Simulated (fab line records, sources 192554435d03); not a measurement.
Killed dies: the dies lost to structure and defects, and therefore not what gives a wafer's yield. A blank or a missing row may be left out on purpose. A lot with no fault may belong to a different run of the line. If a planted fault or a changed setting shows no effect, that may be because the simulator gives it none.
Matching of chambers + flow n5-finfet + N5_BEOL_M9_STRIP_36 on rie-diel-05 has 4 sister chambers
The step strips in N2/H2. 4 wafers are shown with their chamber, then 7 later ones without.

## EACH WAFER AND ITS CHAMBER
| wafer  | chamber | showerhead-plenum-p-Torr (Torr) |
|--------|---------|---------------------------------|
| L084.6 | 2       | 2.63                            |
| L086.3 | 0       | 2.39                            |
| L087.2 | 3       | 2.64                            |
| L087.4 | 1       | 2.56                            |

## WAFERS WHOSE CHAMBER IS MISSING
| wafer  | showerhead-plenum-p-Torr (Torr) |
|--------|---------------------------------|
| L087.6 | 2.39                            |
| L091.2 | 2.63                            |
| L091.3 | 2.64                            |
| L091.4 | 2.56                            |
| L095.1 | 2.55                            |
| L095.3 | 2.63                            |
| L095.4 | 2.71                            |

## WHICH CHAMBER EACH WENT THROUGH
| wafer  | from the rows above     | in truth |
|--------|-------------------------|----------|
| L087.6 | 0                       | 0        |
| L091.2 | can't be placed: 2 or 3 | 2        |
| L091.3 | can't be placed: 3 or 2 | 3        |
| L091.4 | 1                       | 1        |
| L095.1 | 1                       | 1        |
| L095.3 | can't be placed: 2 or 3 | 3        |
| L095.4 | can't be placed: 3 or 2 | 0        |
Placed correctly: 3 of 7. These rows do not allow placing 4 (true chamber among the candidates in 3). Placed wrongly: 0.
How it was worked out, from the rows above alone: a wafer's distance from a chamber is the root of the sum, over the readings, of the square of ((its reading less the chamber's mean) divided by the reading's scatter). If the next closest chamber is less than 2 further off than the closest, the wafer can't be placed; otherwise it belongs to the closest. For every chamber, the mean is computed from those of its wafers that are shown. The scatter: root of mean squared gap, hidden wafer to nearest shown wafer, with one shown wafer a chamber.
